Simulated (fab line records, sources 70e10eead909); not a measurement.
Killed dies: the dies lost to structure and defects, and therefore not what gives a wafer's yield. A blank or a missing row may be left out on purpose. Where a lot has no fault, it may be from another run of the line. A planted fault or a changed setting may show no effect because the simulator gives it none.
Matching of chambers + flow nand_harc + NHARC_A_BLC_ALD_23 on ald_metal-03 has 4 sister chambers
The step deposits TiN, target thk 3 nm, pulse time 1 s, ald cycles 150. 4 wafers are shown with their chamber, then 10 later ones without.

## WAFERS WITH THEIR CHAMBER
| wafer  | chamber | heater_power_w (W) |
|--------|---------|--------------------|
| L080.4 | 3       | 857                |
| L086.5 | 1       | 1117               |
| L086.6 | 2       | 967                |
| L085.5 | 0       | 951                |

## WAFERS WITHOUT THEIR CHAMBER
| wafer  | heater_power_w (W) |
|--------|--------------------|
| L085.6 | 870                |
| L088.1 | 1090               |
| L088.4 | 955                |
| L088.6 | 885                |
| L092.2 | 1106               |
| L092.3 | 945                |
| L092.5 | 980                |
| L092.1 | 887                |
| L092.4 | 1018               |
| L092.6 | 1120               |

## WHICH CHAMBER EACH WENT THROUGH
| wafer  | from the rows above     | in truth |
|--------|-------------------------|----------|
| L085.6 | 3                       | 3        |
| L088.1 | 1                       | 1        |
| L088.4 | can't be placed: 0 or 2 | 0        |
| L088.6 | can't be placed: 3 or 0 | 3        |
| L092.2 | 1                       | 1        |
| L092.3 | can't be placed: 0 or 2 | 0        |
| L092.5 | can't be placed: 2 or 0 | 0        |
| L092.1 | can't be placed: 3 or 0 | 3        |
| L092.4 | can't be placed: 2 or 0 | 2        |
| L092.6 | 1                       | 1        |
4 of 10 placed correctly. Can't be placed from these rows: 6 (the true chamber is among the candidates in 6). Wrongly placed: 0.
How it was worked out, from the rows above alone: a wafer's distance from a chamber is the root of the sum, over the readings, of the square of ((its reading less the chamber's mean) divided by the reading's scatter). If the next closest chamber is less than 2 further off than the closest, the wafer can't be placed; otherwise it belongs to the closest. Each chamber's mean is taken over the wafers shown for it. The scatter (one wafer shown for each chamber): square how far every hidden wafer sits from the nearest shown wafer, average those squares and take the square root.
